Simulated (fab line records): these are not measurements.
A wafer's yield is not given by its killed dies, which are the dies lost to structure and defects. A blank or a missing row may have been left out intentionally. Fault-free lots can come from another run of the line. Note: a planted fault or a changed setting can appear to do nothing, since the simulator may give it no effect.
Split-lot study	flow n5-finfet	7 lots, 21 wafers read, on a route of 1938 steps

## ON THE SPLIT
At N5_FIN_SAQP_SPACER1_ALD_24 (deposits SiO2, target thk 20.3 nm, pulse time 1 s, purge time 2 s), the setting temp-c was moved away from the recipe's 300 C on 9 of the 21 wafers read, by -4.3% to +3.0%. This setting was run at the recipe's value on the other wafers.

## FROM SPLIT TO READING: 1 step shown by the file between the two
- N5_FIN_SAQP_SPACER1_ETCHBACK_25: etches SiO2 in CHF3/O2, target depth 24.4 nm, time 12.2 s

## THE READING
FIN_SAQP.cd-nm (the simulator's own value, which no gauge read), in nm, at N5_FIN_SAQP_MANDREL1_REMOVE_56 (chemistry HBr/Cl2/O2, target a-Si, stops on SiNx, bt time 10 s). The file does not state a usual value for it. The 12 wafers here that ran the recipe average 20.2 nm, standard deviation 0.14 nm.

wafer	tool, chamber at the split	temp-c as run, C	against the recipe	FIN_SAQP.cd-nm, nm	against lot-mates on the recipe
L074.2	ald-sin-04, 0,2	300	recipe	20.2	-
L074.3	ald-sin-04, 0,2	300	recipe	20.2	-
L074.4	ald-sin-04, 1	307.4	+2.5%	20.2	+0.0
L076.3	ald-sin-01, 2	300	recipe	20.4	-
L076.4	ald-sin-01, 1,2	309.1	+3.0%	20	-0.4
L076.6	ald-sin-01, 1,2	309.1	+3.0%	20	-0.4
L080.3	ald-sin-03, 3	303.9	+1.3%	20.2	+0.0
L080.4	ald-sin-03, 0,3	300	recipe	20.2	-
L080.5	ald-sin-03, 0,3	300	recipe	20.2	-
L085.3	ald-sin-01, 3	300	recipe	20.6	-
L085.4	ald-sin-01, 1	294.8	-1.7%	20.8	+0.2
L085.5	ald-sin-01, 1	294.8	-1.7%	20.8	+0.2
L088.4	ald-sin-04, 1	287	-4.3%	21.2	+1.1
L088.5	ald-sin-04, 0,3	300	recipe	20	-
L088.6	ald-sin-04, 0,3	300	recipe	20.2	-
L091.1	ald-sin-04, 2,0,2	300	recipe	20.4	-
L091.2	ald-sin-04, 2,0,2	300	recipe	20.2	-
L091.6	ald-sin-04, 2,0,2	300	recipe	20.2	-
L093.2	ald-sin-01, 1,3	287.9	-4.0%	21.2	+1.0
L093.3	ald-sin-01, 1,3	287.9	-4.0%	21.2	+1.0
L093.5	ald-sin-01, 0	300	recipe	20.2	-
The file does not say which wafer passed through which chamber wherever a row lists several chambers: such a row stands for several wafers.

FIT RESULTS
A straight line over all 21 wafers: FIN_SAQP.cd-nm changes by -0.176 nm for each +1% of temp-c; r = -0.90; the points scatter about the line by 0.18 nm.
The same after taking each lot's own level away (the mean of its wafers on the recipe; 21 wafers): -0.186 nm for each +1%; r = -0.92; scatter 0.16 nm.
The reading moves by 0.8 nm for the largest change in temp-c, on that fit.
Measured against the standard deviation above, the lots' own levels, which go from 20.10 to 20.60 nm, span 3.5 times it.
The two slopes are in agreement: the lot-to-lot level therefore moves the slope only a little.
Check: for one of the wafers moved furthest among these (-4.3%), held out of the fit, the line's prediction against its lot-mates is +0.807 nm. Against them it came out at +1.1 nm.

## OTHER SPLITS APPLIED TO THESE WAFERS
Other splits were also applied to these wafers ahead of the reading. Each is held against what the fit with the lots' levels taken away leaves over:
other split on the same wafers	wafers away from the commonest value	r with FIN_SAQP.cd-nm (lot level and that fit taken away)
N5_ZERO_LAYER_ETCH_18 icp-w	7	+0.00
N5_WELL_APT_EXPOSE_05 dose-mj	3	-0.63
N5_FIN_SAQP_ETCH_52 source-w	9	+0.21

## FILE'S OWN FIT
FIN_SAQP.cd-nm changes by -0.188 nm for each +1% of temp-c, r = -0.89.
